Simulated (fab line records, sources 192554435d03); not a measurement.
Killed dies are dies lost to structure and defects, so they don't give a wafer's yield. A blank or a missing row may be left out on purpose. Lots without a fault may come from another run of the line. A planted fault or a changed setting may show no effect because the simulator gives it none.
fab line records | flow n5_finfet
record lots=4 wafers=12 last_day=17
route steps=1938 shown BEOL_M4@1099 BEOL_M5@1112 PASSIVATION@1936
lots that met no fault: from a run of the same line without faults
start_h: hours from the record's first day to the start of the lot's first wafer shown | wait_h: hours since the lot's step before | " the same as in the row above | L1.1+2: a row that stands for several wafers | - no value, or no start given | * or withheld: withheld | < > ~ a bound
route shown NAME@n: a module of which the file shows steps, and the number in the route of the first | usual: mean/standard deviation of fault-free wafers | same: alike in all rows | chamber/n: place in a boat | sites: the reading at each site | _std_site: their standard deviation | _edge_site: outer sites' mean less inner sites' | radius_mm: how far each site lies from the wafer's centre | mask NAME#n: copy n | behind: the tool/chamber that last shaped the wafer | hold: why the lot was held/for how many hours/how that ended | device: the transistor (n, p or np) that didn't switch | end of line: the same wafers' tests at the end of the route | a step without rows: its recipe alone | killed: dies lost to structure and defects at the first sort, not the wafer's yield | map: a wafer's dies, x killed, . not, _ none there
set.NAME: the setting as run; set.NAME@STEP: as run at that earlier step | model.NAME: the simulator's own value behind a step, which no gauge read
lots at some steps of the route; a table a step, a row a wafer
services: from which hour (start_h, from the record's first day; less than 0 if before it) a tool's chamber was out of use, for how many hours, and why
## steps
# step N5_BEOL_M4_ANNEAL_95
# recipe temp_c=400 time_s=240 ambient=vacuum
# step N5_BEOL_M4_SPUTTER_96
# recipe material=Cu target_thk_a=45 temp_c=-20 chamber_pressure_pa=0.07 power_w=withheld time_s=8.29
# step N5_BEOL_M4_ECD_50
# recipe material=Cu target_thk_a=3000
# step N5_BEOL_M4_ANNEAL_51
# recipe temp_c=225 time_s=90 ambient=N2
# step N5_BEOL_M4_CMP_52
# recipe stop_on=SiOC t_overpolish_s=6.8 down_force_psi=1 platen_rpm=50 clearing_platen_down_force_psi=1.5 clearing_platen_rpm=50 post_cmp_clean=cu_alkaline target_thk_nm=40 clearing_platen_pad_velocity_m_s=0.99484 pad_velocity_m_s=0.99484
# step N5_BEOL_M4_PRE_CLEAN_60
# recipe gas=NH3/H2 time_s=15 temp_c=* rf_power_w=300
# step N5_BEOL_M4_CO_CAP_55
# recipe material=Co target_thk_a=20 temp_c=200 precursor=CCTBA/H2 pressure_torr=30 time_s=102.1
# step N5_BEOL_M4_PRE_CLEAN_56
# recipe gas=NH3 time_s=15 temp_c=withheld rf_power_w=300
# step N5_BEOL_M4_DEP_57
# recipe material=SiCN target_thk_a=80 temp_c=withheld precursor=3MS/NH3 pressure_torr=3 rf_w=202 time_s=14
# step N5_BEOL_M5_ILD_DEP_00
# recipe material=SiCOH_lowk target_thk_a=1406.4 temp_c=300 precursor=DEMS/porogen pressure_torr=5 rf_w=500 time_s=25.9
# step N5_BEOL_M5_CURE_79
# recipe temp_c=385 time_s=240 ambient=He/Ar material=SiCOH_lowk
# step N5_BEOL_M5_PECVD_70
# recipe material=SiO2 target_thk_a=160 temp_c=400 precursor=TEOS/O2 pressure_torr=5.5 rf_w=450 teos_flow_sccm=53.8 gas=O2 flow_sccm=3000 time_s=18
# step N5_BEOL_M5_HM_DEP_02
# recipe material=TiN target_thk_a=200 temp_c=25 chamber_pressure_pa=0.49996
# usual throttle_valve_pct=29.9/0.81
# columns lot.wafer tool chamber start_h wait_h throttle_valve_pct model.TiN_of_BEOL_M5_HM_DEP_02.thk_nm
L383.3 pvd_sputter-03 - 215.73 3.2 30.3 19.8
L383.4 " - " " 29.6 20.2
L383.5 " - " " 30.0 19.8
L386.2 pvd_sputter-03 - 216.41 0.8 29.3 33.8
L386.4 " - " " 30.7 33.8
L386.6 " - " " 29.6 33.8
L389.2 pvd_sputter-03 - 227.57 3.5 30.2 33.4
L389.3 " - " " 29.6 33.4
L389.4 " - " " 30.6 33.6
L398.3 pvd_sputter-01 - 293.03 0.5 30.2 19.6
L398.4 " - " " 29.1 20
L398.6 " - " " 30.2 19.8
# step N5_BEOL_M5_COAT_59
# recipe resist=SOC temp_c=250 time_s=60 spin_rpm=1500 resist_thk_nm=60
# step N5_BEOL_M5_COAT_60
# recipe resist=SiARC temp_c=220 time_s=60 spin_rpm=1500 resist_thk_nm=12
# step N5_BEOL_M5_COAT_71
# recipe resist=underlayer temp_c=205 time_s=60 spin_rpm=1500 resist_thk_nm=5
# step N5_BEOL_M5_COAT_05
# recipe resist=CAR-EUV spin_rpm=1500 resist_thk_nm=30
# step N5_BEOL_M5_EBR_07
# recipe solvent=PGMEA ebr_width_mm=1.5
# step N5_BEOL_M5_SOFTBAKE_06
# recipe temp_c=110 time_s=60 resist=CAR-EUV
# step N5_BEOL_M5_EXPOSE_08
# recipe mask_id=M5 na=0.33 source_shape=annular sigma_inner=0.4 sigma_outer=0.8 polarization=unpolarized target_cd_nm=28 dose_mj=35.75
# step N5_BEOL_M5_PEB_09
# recipe peb_temp_c=100 peb_time_s=60 resist=CAR-EUV
# step N5_BEOL_M5_DEVELOP_10
# recipe develop_time_s=30 developer=TMAH resist=CAR-EUV rinse_liquid=surfactant_rinse dry=air_spin dev_temp_c=23
# step N5_BEOL_M5_DESCUM_16
# recipe chemistry=O2 time_s=7 source_power_w=50 bias_power_w=20 pressure_mtorr=20 rf_frequency_hz=2.712e+07 temp_c=40 resist=CAR-EUV o2_flow_sccm=225
# step N5_BEOL_M5_ETCH_72
# recipe chemistry=N2/H2 target=underlayer target_depth_a=65 mask_material=CAR-EUV time_s=5.2 ion_energy_ev=200 pressure_mtorr=30 source_w=840 bias_w=150 n2_flow_sccm=200 h2_flow_sccm=200 ends=cleared
# step N5_BEOL_M5_ETCH_61
# recipe chemistry=CF4 target=SiARC target_depth_a=156 mask_material=CAR-EUV time_s=26 ion_energy_ev=80 pressure_mtorr=40 source_w=545 bias_w=36 Ar_flow_sccm=100 cf4_flow_sccm=100 ends=cleared
# step N5_BEOL_M5_ETCH_62
# recipe chemistry=N2/H2 target=SOC target_depth_a=750 overetch_a=150 mask_material=SiARC temp_c=40 time_s=112.5 ion_energy_ev=200 pressure_mtorr=30 source_w=840 bias_w=150 n2_flow_sccm=200 h2_flow_sccm=200
# step N5_BEOL_M5_STRIP_63
# recipe chemistry=N2/H2 temp_c=40 n2_flow_sccm=200 h2_flow_sccm=200 rf_frequency_hz=6e+07
# step N5_BEOL_M5_STRIP_73
# recipe chemistry=N2/H2 temp_c=40 n2_flow_sccm=200 h2_flow_sccm=200 rf_frequency_hz=6e+07
# step N5_BEOL_M5_STRIP_64
# recipe chemistry=CF4 resist=SiARC power_w=300 bias_power_w=75 pressure_mtorr=50 cf4_flow_sccm=150 rf_frequency_hz=6e+07
# step N5_BEOL_M5_HM_OPEN_17
# recipe chemistry=Cl2/BCl3 target_depth_a=200 overetch_a=60 target=TiN mask_material=SOC ion_energy_ev=150 pressure_mtorr=10 icp_w=1000 bias_w=126 Cl2_flow_sccm=53.25 bcl3_flow_sccm=21.75 Ar_flow_sccm=25
# usual bias_w=126.1/0.43 chamber_pressure_mTorr=10.000/0.0089 drypump_motor_current_A=5.7/0.34 oes_ar_750_au=0.82/0.14 oes_product_au=0.69/0.11 throttle_valve_pct=22.20/0.18
# columns lot.wafer tool chamber start_h wait_h bias_w chamber_pressure_mTorr drypump_motor_current_A oes_ar_750_au oes_product_au rf_hours_counter_h throttle_valve_pct model.etch.depth_nm
L383.3 rie_metal-03 1 216.64 0.1 125.8 10.014 5.3 0.61 0.53 - 22.39 19.84
L383.4 " 0 " " 126.5 10.001 5.9 0.75 0.67 - 22.29 20.24
L383.5 " 1 " " 126.4 10.003 5.3 0.62 0.53 - 22.39 19.84
L386.2 rie_metal-03 0 217.49 0.0 126.9 10.009 5.9 0.76 0.77 34 22.11 26.01
L386.4 " 0 " " 126.8 10.005 5.9 0.76 0.78 - 22.10 26.13
L386.6 " 1 " " 126.3 10.005 5.3 0.61 0.62 - 22.21 25.73
L389.2 rie_metal-03 0 228.33 0.0 126.0 9.988 5.9 0.75 0.78 34 22.09 26.15
L389.3 " 1 " " 125.9 10.017 5.3 0.62 0.63 - 22.18 26.22
L389.4 " 0 " " 125.6 9.994 5.9 0.75 0.77 - 22.10 26.15
L398.3 rie_metal-03 1 294.35 0.1 126.2 10.001 5.3 0.90 0.76 - 22.25 19.51
L398.4 " 0 " " 126.0 10.001 5.9 0.74 0.65 - 22.32 19.98
L398.6 " 1 " " 125.8 9.997 5.4 0.90 0.77 - 22.24 19.71
# step N5_BEOL_M5_STRIP_19
# recipe chemistry=O2 power_w=400 temp_c=40 pressure_mtorr=30 rf_frequency_hz=6e+07 bias_power_w=0 overash_fraction=0.2 o2_flow_sccm=225
# step N5_BEOL_M5_COAT_65
# recipe resist=SOC temp_c=250 time_s=60 spin_rpm=1500 resist_thk_nm=60
# step N5_BEOL_M5_COAT_66
# recipe resist=SiARC temp_c=220 time_s=60 spin_rpm=1500 resist_thk_nm=12
# step N5_BEOL_M5_VIA_ETCH_34
# recipe chemistry=C4F6/O2 target=SiCOH_lowk target_depth_a=883 mask_material=SOC taper_deg=4 time_s=39.2 ion_energy_ev=250 pressure_mtorr=30 source_w=345 bias_w=185 Ar_flow_sccm=300 C4F6_flow_sccm=10 O2_flow_sccm=10
# usual C4F6_flow_sccm=10.00/0.031 O2_flow_sccm=10.00/0.031 bias_w=185.1/0.54 chamber_pressure_mTorr=30.004/0.028 drypump_motor_current_A=5.7/0.5 oes_ar_750_au=0.80/0.067 oes_product_au=0.80/0.073 rf_vpp_V=667/25 showerhead_plenum_p_Torr=2.84/0.099 throttle_valve_pct=20.82/0.2
# columns lot.wafer tool chamber start_h wait_h C4F6_flow_sccm O2_flow_sccm bias_w chamber_pressure_mTorr drypump_motor_current_A oes_ar_750_au oes_product_au rf_hours_counter_h rf_vpp_V showerhead_plenum_p_Torr throttle_valve_pct
L386.2 rie_diel-01 0 222.00 0.0 10.06 10.03 184.7 30.024 5.5 0.88 0.32 40 676 2.80 20.64
L386.4 " 3 " " 9.98 10.02 184.9 30.040 6.0 0.85 0.31 65 631 2.93 20.91
L386.6 " 0 " " 10.01 10.00 185.6 29.982 5.5 0.89 0.32 - 675 2.80 20.64
L383.3 rie_diel-05 0 222.16 0.0 9.98 10.01 184.3 30.007 5.1 0.72 0.70 194 617 2.71 20.74
L383.4 " 0 " " 10.01 10.02 184.3 30.015 5.2 0.72 0.70 - 616 2.71 20.73
L383.5 " 3 " " 10.00 9.99 185.2 29.971 5.8 0.70 0.70 - 703 2.96 21.29
L389.2 rie_diel-05 3 229.25 0.0 10.00 10.02 184.8 30.005 5.8 0.69 0.27 210 703 2.96 21.19
L389.3 " 0 " " 9.96 10.01 185.5 30.006 5.1 0.72 0.27 196 618 2.71 20.59
L389.4 " 0 " " 9.99 10.01 185.7 30.057 5.1 0.72 0.27 - 617 2.71 20.61
L398.3 rie_diel-03 0 296.30 0.0 10.06 10.00 184.8 30.016 6.1 0.79 0.79 97 692 2.84 20.84
L398.4 " 3 " " 10.04 9.97 185.3 30.005 6.5 0.84 0.84 66 654 3.03 20.91
L398.6 " 3 " " 10.03 10.00 184.9 30.012 6.5 0.85 0.84 - 653 3.03 20.89
# step N5_BEOL_M5_TRENCH_ETCH_37
# recipe chemistry=C4F6/O2 target_depth_a=716.52 target=SiCOH_lowk time_s=24.7 ion_energy_ev=250 pressure_mtorr=30 source_w=345 bias_w=185 Ar_flow_sccm=300 C4F6_flow_sccm=10 O2_flow_sccm=10
# usual C4F6_flow_sccm=9.997/0.026 O2_flow_sccm=10.00/0.03 bias_w=185.1/0.57 chamber_pressure_mTorr=30.001/0.027 drypump_motor_current_A=5.7/0.51 oes_ar_750_au=0.80/0.066 oes_product_au=0.80/0.073 rf_vpp_V=667/26 showerhead_plenum_p_Torr=2.84/0.099 throttle_valve_pct=20.86/0.21
# columns lot.wafer tool chamber start_h wait_h C4F6_flow_sccm O2_flow_sccm bias_w chamber_pressure_mTorr drypump_motor_current_A oes_ar_750_au oes_product_au rf_hours_counter_h rf_vpp_V showerhead_plenum_p_Torr throttle_valve_pct model.TiN_of_BEOL_M5_HM_DEP_02.thk_nm
L386.2 rie_diel-01 0 - - 10.036 9.96 184.9 29.974 5.5 0.87 0.89 40 675 2.80 20.83 31.6
L386.4 " 3 " " 9.975 9.99 185.8 30.007 6.0 0.85 0.84 65 631 2.93 21.10 31.8
L386.6 " 0 " " 9.984 9.99 184.4 30.002 5.5 0.88 0.89 - 676 2.80 20.81 31.6
L383.3 rie_diel-05 0 - - 9.988 10.01 184.9 30.065 5.1 0.73 0.70 194 615 2.71 20.76 17.8
L383.4 " 0 " " 9.997 10.06 185.8 30.053 5.2 0.73 0.70 - 618 2.71 20.77 18.2
L383.5 " 3 " " 9.988 10.04 184.4 29.996 5.8 0.69 0.70 - 704 2.96 21.34 17.8
L389.2 rie_diel-05 3 - - 10.010 10.01 185.3 29.992 5.8 0.69 0.71 210 702 2.96 21.36 31.2
L389.3 " 0 " " 10.029 10.03 185.5 30.029 5.1 0.73 0.70 196 616 2.71 20.76 31.4
L389.4 " 0 " " 10.025 9.99 185.0 30.042 5.1 0.72 0.70 - 618 2.71 20.77 31.6
L398.3 rie_diel-03 0 - - 10.004 9.99 185.3 30.000 6.1 0.79 0.80 97 692 2.84 20.89 17.4
L398.4 " 3 " " 9.945 9.99 184.3 30.021 6.5 0.85 0.84 66 652 3.03 20.94 17.8
L398.6 " 3 " " 9.973 9.95 184.4 29.947 6.5 0.85 0.84 - 654 3.03 20.94 17.6
# step N5_BEOL_M5_OCD_MEAS_38
# usual trench_depth_nm=71.2/1.8
# columns lot.wafer tool chamber start_h wait_h trench_depth_nm
L386.2 ocd-02 - 222.24 - -
L386.4 " - " " -
L386.6 " - " " -
L383.3 ocd-02 - 222.40 - 69.5
L383.4 " - " " 68.7
L383.5 " - " " 69.6
L389.2 ocd-01 - 229.49 - -
L389.3 " - " " -
L389.4 " - " " -
L398.3 ocd-01 - 296.54 - 72.9
L398.4 " - " " 71.6
L398.6 " - " " 71.0
# step N5_BEOL_M5_CD_MEAS_35
# recipe target_cd_nm=28 target_cd_y_nm=24 polarity=opening
# usual cd_nm=28.1/0.5
# columns lot.wafer tool chamber start_h wait_h cd_nm
L386.2 cd_sem-03 - 222.40 0.0 -
L386.4 " - " " -
L386.6 " - " " -
L383.3 cd_sem-01 - 222.55 0.0 28.8
L383.4 " - " " 28.4
L383.5 " - " " 28.4
L389.2 cd_sem-02 - 229.65 0.0 -
L389.3 " - " " -
L389.4 " - " " -
L398.3 cd_sem-03 - 296.69 0.0 28.6
L398.4 " - " " 28.0
L398.6 " - " " 28.4
# step N5_PASSIVATION_PROBE_49
# usual killed_at_M0_to_M3=32/11 killed_at_M4_up=12/4.4 killed_at_contacts=13/6.1 killed_at_front_end=39/12 killed_at_other=3.9/3 killed_dies=100/17 killed_on_rim=13/3.9 killed_open=66/12 killed_short=33/7.4
# same gross_dies=1180 killed_at_back_side=0
# columns lot.wafer tool chamber start_h wait_h killed_at_M0_to_M3 killed_at_M4_up killed_at_contacts killed_at_front_end killed_at_other killed_dies killed_on_rim killed_open killed_short
L383.3 prober-01 - 325.28 0.1 39 9 13 70 3 134 24 82 51
L383.4 prober-01 - 325.33 0.2 44 21 11 36 3 115 15 86 27
L383.5 prober-01 - 325.38 0.2 40 7 23 38 8 116 10 75 39
L386.2 prober-01 - 327.21 0.1 34 1103 4 35 4 1180 152 63 26
L386.4 prober-01 - 327.31 0.2 19 1105 9 44 3 1180 152 59 30
L386.6 prober-01 - 327.41 0.3 19 1103 5 46 7 1180 152 59 31
L389.2 prober-02 - 336.40 0.1 36 1087 8 45 4 1180 152 69 35
L389.3 prober-02 - 336.45 0.1 26 1104 6 39 5 1180 152 59 25
L389.4 prober-02 - 336.50 0.2 22 1123 4 31 0 1180 152 55 15
L398.3 prober-01 - 396.11 0.1 43 12 15 30 8 108 15 70 38
L398.4 prober-01 - 396.16 0.2 28 11 13 53 1 106 13 74 30
L398.6 prober-01 - 396.26 0.3 47 7 6 43 8 111 14 73 38
# killed by level:class
L383.3 FIN_SAQP:geometric_particle:short=19 FIN_SAQP:geometric_particle:open=17 MOL_CONTACT_COAG:geometric_particle:open=9 BEOL_M1:geometric_particle:open=9 GATE_CUT:geometric_particle:short=8 BEOL_M2:geometric_particle:open=7 GATE_CUT:geometric_particle:open=6 BEOL_M0_SAQP:geometric_particle:short=6
L383.4 BEOL_M3:geometric_particle:open=13 FIN_SAQP:geometric_particle:open=11 BEOL_M2:geometric_particle:open=11 MOL_CONTACT_COAG:geometric_particle:open=8 BEOL_M4:geometric_particle:open=7 FIN_SAQP:geometric_particle:short=6 BEOL_M0_SAQP:geometric_particle:open=6 BEOL_M0_SAQP:geometric_particle:short=6
L383.5 MOL_CONTACT_COAG:geometric_particle:open=20 FIN_SAQP:geometric_particle:open=11 BEOL_M0_SAQP:geometric_particle:short=10 BEOL_M0_SAQP:geometric_particle:open=10 BEOL_M2:geometric_particle:open=7 GATE_CUT:geometric_particle:short=7 BEOL_M4:geometric_particle:open=6 BEOL_M1:geometric_particle:open=4
L386.2 BEOL_M5:area_open=1090 STI_FIN_REVEAL:geometric_particle:open=13 BEOL_M3:geometric_particle:open=10 DUMMY_GATE:geometric_particle:open=7 BEOL_M1:geometric_particle:open=7 BEOL_M4:geometric_particle:open=7 BEOL_M0_SAQP:geometric_particle:short=5 FIN_SAQP:geometric_particle:open=3
L386.4 BEOL_M5:area_open=1088 STI_FIN_REVEAL:geometric_particle:open=22 FIN_SAQP:geometric_particle:short=9 MOL_CONTACT_COAG:geometric_particle:open=6 BEOL_M4:geometric_particle:open=6 BEOL_M0:geometric_particle:open=5 FIN_SAQP:geometric_particle:open=3 MOL_CONTACT_COAG:geometric_particle:short=3
L386.6 BEOL_M5:area_open=1090 STI_FIN_REVEAL:geometric_particle:open=13 FIN_SAQP:geometric_particle:open=8 FIN_SAQP:geometric_particle:short=7 BEOL_M0_SAQP:geometric_particle:short=5 SPACER0:geometric_particle:open=4 MOL_CONTACT_COAG:geometric_particle:open=4 BEOL_M0:geometric_particle:open=4
L389.2 BEOL_M5:area_open=1076 FIN_SAQP:geometric_particle:open=15 BEOL_M0_SAQP:geometric_particle:short=11 FIN_SAQP:geometric_particle:short=9 MOL_CONTACT_COAG:geometric_particle:open=8 BEOL_M0_SAQP:geometric_particle:open=8 STI_FIN_REVEAL:geometric_particle:open=8 BEOL_M3:geometric_particle:open=8
L389.3 BEOL_M5:area_open=1093 STI_FIN_REVEAL:geometric_particle:open=14 BEOL_M0_SAQP:geometric_particle:open=11 BEOL_M0_SAQP:geometric_particle:short=9 MOL_CONTACT_COAG:geometric_particle:open=5 FIN_SAQP:geometric_particle:open=4 STARTING-WAFER:geometric_particle:open=4 BEOL_M6:geometric_particle:open=4
L389.4 BEOL_M5:area_open=1110 BEOL_M3:geometric_particle:open=8 GATE_CUT:geometric_particle:open=7 FIN_SAQP:geometric_particle:open=5 GATE_CUT:geometric_particle:short=5 MOL_CONTACT_COAG:geometric_particle:open=4 BEOL_M1:geometric_particle:open=4 BEOL_M5:geometric_particle:open=4
L398.3 MOL_CONTACT_COAG:geometric_particle:open=11 BEOL_M1:geometric_particle:open=9 STI_FIN_REVEAL:geometric_particle:open=7 BEOL_M2:geometric_particle:open=7 BEOL_M0_SAQP:geometric_particle:short=7 BEOL_M3:geometric_particle:open=7 BEOL_M4:geometric_particle:open=6 FIN_SAQP:geometric_particle:open=4
L398.4 STI_FIN_REVEAL:geometric_particle:open=17 FIN_SAQP:geometric_particle:open=11 MOL_CONTACT_COAG:geometric_particle:open=10 BEOL_M0_SAQP:geometric_particle:open=7 BEOL_M3:geometric_particle:open=6 FIN_SAQP:geometric_particle:short=5 BEOL_M0:geometric_particle:open=5 STARTING-WAFER:geometric_particle:short=5
L398.6 BEOL_M0_SAQP:geometric_particle:short=13 BEOL_M0_SAQP:geometric_particle:open=12 FIN_SAQP:geometric_particle:open=11 STI_FIN_REVEAL:geometric_particle:open=10 BEOL_M2:geometric_particle:open=8 FIN_SAQP:geometric_particle:short=6 MIM_TOP_ETCH:geometric_particle:open=6 GATE_CUT:geometric_particle:short=5
# map L386.2 (x killed, . not)
_________________xxxxxxxxxxxx________________
______________xxxxxxxxxxxxxxxxxx_____________
___________xxxxxxxxxxxxxxxxxxxxxxxx__________
__________xxxxxxxxxxxxxxxxxxxxxxxxxx_________
________xxxxxxxxxxxxxxxxxxxxxxxxxxxxxx_______
_______xxxxxxxxxxxxxxxxxxxxxxxxxxxxxxxx______
______xxxxxxxxxxxxxxxxxxxxxxxxxxxxxxxxxx_____
_____xxxxxxxxxxxxxxxxxxxxxxxxxxxxxxxxxxxx____
____xxxxxxxxxxxxxxxxxxxxxxxxxxxxxxxxxxxxxx___
___xxxxxxxxxxxxxxxxxxxxxxxxxxxxxxxxxxxxxxxx__
___xxxxxxxxxxxxxxxxxxxxxxxxxxxxxxxxxxxxxxxx__
__xxxxxxxxxxxxxxxxxxxxxxxxxxxxxxxxxxxxxxxxxx_
__xxxxxxxxxxxxxxxxxxxxxxxxxxxxxxxxxxxxxxxxxx_
_xxxxxxxxxxxxxxxxxxxxxxxxxxxxxxxxxxxxxxxxxxxx
_xxxxxxxxxxxxxxxxxxxxxxxxxxxxxxxxxxxxxxxxxxxx
_xxxxxxxxxxxxxxxxxxxxxxxxxxxxxxxxxxxxxxxxxxxx
_xxxxxxxxxxxxxxxxxxxxxxxxxxxxxxxxxxxxxxxxxxxx
_xxxxxxxxxxxxxxxxxxxxxxxxxxxxxxxxxxxxxxxxxxxx
_xxxxxxxxxxxxxxxxxxxxxxxxxxxxxxxxxxxxxxxxxxxx
_xxxxxxxxxxxxxxxxxxxxxxxxxxxxxxxxxxxxxxxxxxxx
_xxxxxxxxxxxxxxxxxxxxxxxxxxxxxxxxxxxxxxxxxxxx
__xxxxxxxxxxxxxxxxxxxxxxxxxxxxxxxxxxxxxxxxxx_
__xxxxxxxxxxxxxxxxxxxxxxxxxxxxxxxxxxxxxxxxxx_
___xxxxxxxxxxxxxxxxxxxxxxxxxxxxxxxxxxxxxxxx__
___xxxxxxxxxxxxxxxxxxxxxxxxxxxxxxxxxxxxxxxx__
____xxxxxxxxxxxxxxxxxxxxxxxxxxxxxxxxxxxxxx___
_____xxxxxxxxxxxxxxxxxxxxxxxxxxxxxxxxxxxx____
______xxxxxxxxxxxxxxxxxxxxxxxxxxxxxxxxxx_____
_______xxxxxxxxxxxxxxxxxxxxxxxxxxxxxxxx______
________xxxxxxxxxxxxxxxxxxxxxxxxxxxxxx_______
__________xxxxxxxxxxxxxxxxxxxxxxxxxx_________
___________xxxxxxxxxxxxxxxxxxxxxxxx__________
______________xxxxxxxxxxxxxxxxxx_____________
_________________xxxxxxxxxxxx________________
# map L389.2 (x killed, . not)
_________________xxxxxxxxxxxx________________
______________xxxxxxxxxxxxxxxxxx_____________
___________xxxxxxxxxxxxxxxxxxxxxxxx__________
__________xxxxxxxxxxxxxxxxxxxxxxxxxx_________
________xxxxxxxxxxxxxxxxxxxxxxxxxxxxxx_______
_______xxxxxxxxxxxxxxxxxxxxxxxxxxxxxxxx______
______xxxxxxxxxxxxxxxxxxxxxxxxxxxxxxxxxx_____
_____xxxxxxxxxxxxxxxxxxxxxxxxxxxxxxxxxxxx____
____xxxxxxxxxxxxxxxxxxxxxxxxxxxxxxxxxxxxxx___
___xxxxxxxxxxxxxxxxxxxxxxxxxxxxxxxxxxxxxxxx__
___xxxxxxxxxxxxxxxxxxxxxxxxxxxxxxxxxxxxxxxx__
__xxxxxxxxxxxxxxxxxxxxxxxxxxxxxxxxxxxxxxxxxx_
__xxxxxxxxxxxxxxxxxxxxxxxxxxxxxxxxxxxxxxxxxx_
_xxxxxxxxxxxxxxxxxxxxxxxxxxxxxxxxxxxxxxxxxxxx
_xxxxxxxxxxxxxxxxxxxxxxxxxxxxxxxxxxxxxxxxxxxx
_xxxxxxxxxxxxxxxxxxxxxxxxxxxxxxxxxxxxxxxxxxxx
_xxxxxxxxxxxxxxxxxxxxxxxxxxxxxxxxxxxxxxxxxxxx
_xxxxxxxxxxxxxxxxxxxxxxxxxxxxxxxxxxxxxxxxxxxx
_xxxxxxxxxxxxxxxxxxxxxxxxxxxxxxxxxxxxxxxxxxxx
_xxxxxxxxxxxxxxxxxxxxxxxxxxxxxxxxxxxxxxxxxxxx
_xxxxxxxxxxxxxxxxxxxxxxxxxxxxxxxxxxxxxxxxxxxx
__xxxxxxxxxxxxxxxxxxxxxxxxxxxxxxxxxxxxxxxxxx_
__xxxxxxxxxxxxxxxxxxxxxxxxxxxxxxxxxxxxxxxxxx_
___xxxxxxxxxxxxxxxxxxxxxxxxxxxxxxxxxxxxxxxx__
___xxxxxxxxxxxxxxxxxxxxxxxxxxxxxxxxxxxxxxxx__
____xxxxxxxxxxxxxxxxxxxxxxxxxxxxxxxxxxxxxx___
_____xxxxxxxxxxxxxxxxxxxxxxxxxxxxxxxxxxxx____
______xxxxxxxxxxxxxxxxxxxxxxxxxxxxxxxxxx_____
_______xxxxxxxxxxxxxxxxxxxxxxxxxxxxxxxx______
________xxxxxxxxxxxxxxxxxxxxxxxxxxxxxx_______
__________xxxxxxxxxxxxxxxxxxxxxxxxxx_________
___________xxxxxxxxxxxxxxxxxxxxxxxx__________
______________xxxxxxxxxxxxxxxxxx_____________
_________________xxxxxxxxxxxx________________
## services
# columns tool chamber start_h hours kind
rie_diel-05 0 200.72 8.9 repair
rie_diel-05 1 203.12 7.6 repair
rie_diel-05 1 211.16 - clean
rie_diel-05 1 211.16 - consumable_replace:focus_ring
rie_diel-05 1 211.16 31.8 scheduled_down
rie_diel-05 1 211.16 31.8 vent_cycle
rie_diel-05 3 215.05 2.0 repair
rie_metal-03 - 225.39 1.4 pm
rie_metal-03 1 231.34 - clean
rie_metal-03 1 231.34 21.0 scheduled_down
rie_metal-03 1 231.34 21.0 vent_cycle
rie_diel-03 3 256.81 3.9 repair
rie_metal-03 0 277.46 1.2 repair
## key
first_sign step=N5_BEOL_M5_VIA_ETCH_34 reading=oes_product_au direction=down sigmas=6.9 usual=0.80 struck=0.30
effect step=N5_BEOL_M5_OCD_MEAS_38 reading=trench_depth_nm direction=missing
effect step=N5_BEOL_M5_CD_MEAS_35 reading=cd_nm direction=missing
effect step=N5_PASSIVATION_PROBE_49 reading=killed_at_M4_up direction=up sigmas=99+ usual=12 struck=1104
model_effect step=N5_BEOL_M5_HM_DEP_02 value=TiN_of_BEOL_M5_HM_DEP_02.thk_nm without=20.27 struck=33.63
model_effect step=N5_BEOL_M5_HM_OPEN_17 value=etch.depth_nm without=20.26 struck=26.06
model_effect step=N5_BEOL_M5_TRENCH_ETCH_37 value=TiN_of_BEOL_M5_HM_DEP_02.thk_nm without=18.13 struck=31.53
more_kills_born_at N5_BEOL_M5_HM_OPEN_17@rie_metal-03=6547
met_at N5_BEOL_M5_HM_DEP_02
struck_wafers L386.2,L386.4,L386.6,L389.2,L389.3,L389.4
later_rows_left_out L386.2,L386.4,L386.6,L389.2,L389.3,L389.4
tester_left_out L386
onset_between 215.73 216.41
earlier_fault kind=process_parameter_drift tool=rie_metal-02 chamber=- onset_h=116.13 steps=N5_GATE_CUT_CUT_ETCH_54 channel=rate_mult offset=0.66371 shape=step
fault kind=process_parameter_drift tool=pvd_sputter-03 chamber=- onset_h=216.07 steps=N5_BEOL_M5_HM_DEP_02 channel=target_thk_a offset=* shape=step acts_in=* stated=*
# tester_left_out: of these lots the tester's yield and bins aren't shown, on N5 and GAA mostly nor the transistor test; their killed dies are dies lost to structure and defects alone, not to doping, threshold or leakage, so they don't give the yield
# later_rows_left_out: the simulator's readings of these wafers behind a module that went badly wrong aren't trusted and aren't shown, but for the sort
